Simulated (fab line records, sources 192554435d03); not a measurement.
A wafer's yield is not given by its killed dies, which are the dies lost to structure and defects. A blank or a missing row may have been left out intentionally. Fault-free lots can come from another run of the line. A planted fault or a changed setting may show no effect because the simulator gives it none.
A struck lot beside a sound one / flow n5_finfet / 16 steps out of a route of 1938
Sound: these wafers, L669.1, L669.5, L669.6. Struck: wafer L655.6 (left out: L655.3, a lot-mate that was not struck); the cause follows at the end.
At each step with rows: each side's tool, then ch and its chambers, then its first start. Under that, the readings that differ: sound wafers / struck wafers / difference of the means / sigmas: that difference in standard deviations of wafers without a fault.
alike: readings with means less than 2 such deviations apart, plus words and numbers identical on both sides. not compared: withheld readings, readings lacking a value on some wafer, bounds such as >300 that could conceal the same value, and numbers that have no deviation in the record and whose values overlap.
A row with sigmas, a row that says differs or no value, or rows on one side alone: a step with any of these is where the two part. Non-overlapping numbers with no deviation appear without sigmas and do not part them. A reading that every wafer of one side lacks parts them only if that side has two wafers or more.

first, 1 step without rows for these wafers: N5_BEOL_M0_SAQP_STRIP_80 (strips in N2/H2).
N5_BEOL_M0_SAQP_HM_OPEN_112: chemistry CHF3/O2, target SiO2, stops on a-Si, target depth 12 nm, time 13.5 s.
  sound on rie_diel-05 ch 0,3, day 11 08:31; struck on rie_diel-02 ch 0, day 7 17:15
  alike: drypump_motor_current_A, mfc_ar_sccm, oes_o_777_au, oes_product_au, rf_vpp_V, showerhead_plenum_p_Torr, throttle_valve_pct
  not compared: rf_hours_counter_h
then, 1 step without rows for these wafers: N5_BEOL_M0_SAQP_STRIP_113 (strips in CHF3/O2).
N5_BEOL_M0_SAQP_MANDREL_ETCH_20: etches a-Si in HBr/Cl2, stops on SiNx, target depth 60 nm, bt time 10 s, time 30 s.
  sound on rie_si-04 ch 1,2,3, day 11 08:36; struck on rie_si-06 ch 0, day 7 17:20
reading=oes_product_au (a.u.); sound=0.758 0.794 0.795; struck=0.758; difference=-0.024; sigmas=-2
  alike: drypump_motor_current_A, throttle_valve_pct
  not compared: rf_hours_counter_h
then, 4 steps without rows for these wafers: N5_BEOL_M0_SAQP_STRIP_86 (strips in N2/H2); N5_BEOL_M0_SAQP_STRIP_115 (strips in post etch residue remover, time 60 s); N5_BEOL_M0_SAQP_SRD_93 (time 30 s); N5_BEOL_M0_SAQP_RECESS_114 (chemistry HF/NH3, target SiO2, target depth 14.4 nm, afs cycles 3, sublimation time 60 s).
N5_BEOL_M0_SAQP_SPACER1_ALD_98: deposits SiO2, target thk 12.8 nm, pulse time 1 s, purge time 2 s.
  sound on ald_sin-02 ch 0,1,2, day 11 09:13; struck on ald_sin-03 ch 3, day 7 19:17
  alike: heater_power_w, precursor_pulse_height_rel
N5_BEOL_M0_SAQP_SPACER1_ETCHBACK_99: etches SiO2 in CHF3/O2, target depth 15.4 nm, time 7.7 s.
  sound on rie_diel-05 ch 1,2, day 11 09:42; struck on rie_diel-06 ch 0, day 7 19:46
  alike: drypump_motor_current_A, mfc_ar_sccm, oes_o_777_au, oes_product_au, rf_vpp_V, showerhead_plenum_p_Torr, throttle_valve_pct
  not compared: rf_hours_counter_h
then, 1 step without rows for these wafers: N5_BEOL_M0_SAQP_MANDREL1_REMOVE_100 (chemistry HBr/Cl2/O2, target a-Si, stops on SiNx, bt time 10 s).
N5_BEOL_M0_SAQP_CD_MEAS_25 targets a cd of 13.1 nm.
  sound on cd_sem-02 ch 0, day 11 09:54; struck on cd_sem-03 ch 0, day 7 19:58
  alike: cd_nm
N5_BEOL_M0_SAQP_ETCH_101: etches SiNx in CH3F/O2, target depth 29.9 nm, time 42.7 s.
  sound on rie_diel-05 ch 1,2,3, day 11 09:56; struck on rie_diel-06 ch 1, day 7 20:00
reading=model.etch.depth_nm (nm); sound=29.07 30.51 29.23; struck=45.92; difference=+16.32; sigmas=
  alike: drypump_motor_current_A, mfc_ar_sccm, oes_o_777_au, oes_product_au, rf_vpp_V, showerhead_plenum_p_Torr, throttle_valve_pct
  not compared: rf_hours_counter_h
N5_BEOL_M0_SAQP_ETCH_102: etches SiO2 in CF4, target depth 4 nm, time 4.4 s.
  sound on rie_si-04 ch 0,1,2, day 11 10:03; struck on rie_si-03 ch 2, day 7 20:07
  alike: drypump_motor_current_A, oes_product_au, throttle_valve_pct
  not compared: rf_hours_counter_h
-- a jump in the record: the struck wafers' starts before and after are 2 days apart (it breaks off in module BEOL_M0_SAQP and resumes in module BEOL_M4, where the first step shown is number 1111 of the route) --
N5_BEOL_M4_RC_MEAS_101:
  sound on prober-02 ch 0, day 13 12:45; struck on prober-01 ch 0, day 10 00:25
  alike: DIBL_N, DIBL_P, IOFF_N, IOFF_P, ION_N, ION_P, SS_N, SS_P, VT_N, VT_P
N5_PASSIVATION_PROBE_49:
  sound wafers here have rows in the record (prober-01, day 18 09:07); struck ones have none

WHERE THEY PART
Last at N5_PASSIVATION_PROBE_49 as far as this record goes, first at N5_BEOL_M0_SAQP_MANDREL_ETCH_20.

WHY: the cause the simulator had injected
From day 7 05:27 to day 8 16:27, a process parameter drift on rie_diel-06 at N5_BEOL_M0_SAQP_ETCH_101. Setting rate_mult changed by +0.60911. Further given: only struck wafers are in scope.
